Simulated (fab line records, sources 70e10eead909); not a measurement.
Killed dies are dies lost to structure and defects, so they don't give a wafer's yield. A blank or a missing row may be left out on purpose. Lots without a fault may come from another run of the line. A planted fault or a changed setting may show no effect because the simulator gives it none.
Chamber matching | flow nand_harc | NHARC_A_CHANNEL_FILL_D2_ALD_02 on ald_hk-03: 4 sister chambers
The step deposits SiO2, target thk 6 nm, pulse time 10 s, ald cycles 60. 16 wafers are shown with their chamber, then 8 later ones without.

WAFERS WITH THEIR CHAMBER
wafer  | chamber | heater_power_w (W) | precursor_pulse_height_rel | susceptor_temp_C (C)
L077.4 | 2       | 490                | 1.011                      | 300.01
L077.5 | 1       | 431                | 0.996                      | 300.01
L077.6 | 2       | 471                | 1.029                      | 300.17
L079.2 | 3       | 478                | 1.020                      | 299.74
L079.4 | 0       | 479                | 1.004                      | 299.66
L079.5 | 3       | 468                | 1.016                      | 299.81
L082.1 | 2       | 492                | 0.959                      | 299.80
L082.2 | 3       | 482                | 1.019                      | 299.94
L082.4 | 1       | 437                | 0.987                      | 300.25
L084.2 | 2       | 520                | 1.004                      | 299.75
L084.3 | 0       | 454                | 1.007                      | 299.98
L084.6 | 2       | 488                | 0.977                      | 300.00
L090.1 | 1       | 443                | 0.995                      | 300.17
L090.4 | 2       | 518                | 1.011                      | 300.03
L090.5 | 1       | 433                | 0.977                      | 299.76
L091.1 | 0       | 456                | 1.027                      | 299.86

SIGNATURES (means of the wafers above)
reading                    | chamber 0 | chamber 1 | chamber 2 | chamber 3 | scatter within a chamber
heater_power_w             | 463.00    | 436.00    | 496.50    | 476.00    | 14.1
precursor_pulse_height_rel | 1.01267   | 0.98875   | 0.99850   | 1.01833   | 0.0179
susceptor_temp_C           | 299.8333  | 300.0475  | 299.9600  | 299.8300  | 0.167
Rule: a wafer's distance from a chamber is the root of the sum, over the readings, of the square of ((its reading less the chamber's mean) divided by the reading's scatter). The wafer belongs to the nearest chamber; if the next one is less than 2 further off, it can't be placed. The scatter: the root of (the sum of the squares of (reading less its chamber's mean) over the shown wafers, divided by (wafers less chambers)).

WAFERS WITHOUT THEIR CHAMBER
wafer  | heater_power_w (W) | precursor_pulse_height_rel | susceptor_temp_C (C)
L091.2 | 469                | 1.018                      | 300.42
L091.3 | 429                | 1.021                      | 300.15
L095.3 | 518                | 0.983                      | 300.02
L095.4 | 487                | 1.008                      | 300.27
L095.6 | 519                | 1.011                      | 300.15
L097.2 | 477                | 1.008                      | 300.02
L097.5 | 485                | 0.983                      | 300.36
L097.6 | 448                | 0.998                      | 299.97

WHICH CHAMBER EACH WENT THROUGH
wafer  | from the rows above               | in truth
L091.2 | can't be placed: 2 or 0 or 3 or 1 | 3
L091.3 | can't be placed: 1 or 0 or 3      | 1
L095.3 | can't be placed: 2 or 3           | 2
L095.4 | can't be placed: 2 or 3 or 0 or 1 | 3
L095.6 | can't be placed: 2 or 3           | 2
L097.2 | can't be placed: 3 or 0 or 2 or 1 | 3
L097.5 | can't be placed: 2 or 3 or 0 or 1 | 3
L097.6 | can't be placed: 1 or 0 or 3      | 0
Placed correctly: 0 of 8. Can't be placed from these rows: 8 (the true chamber is among the candidates in 8). Placed wrongly: 0.
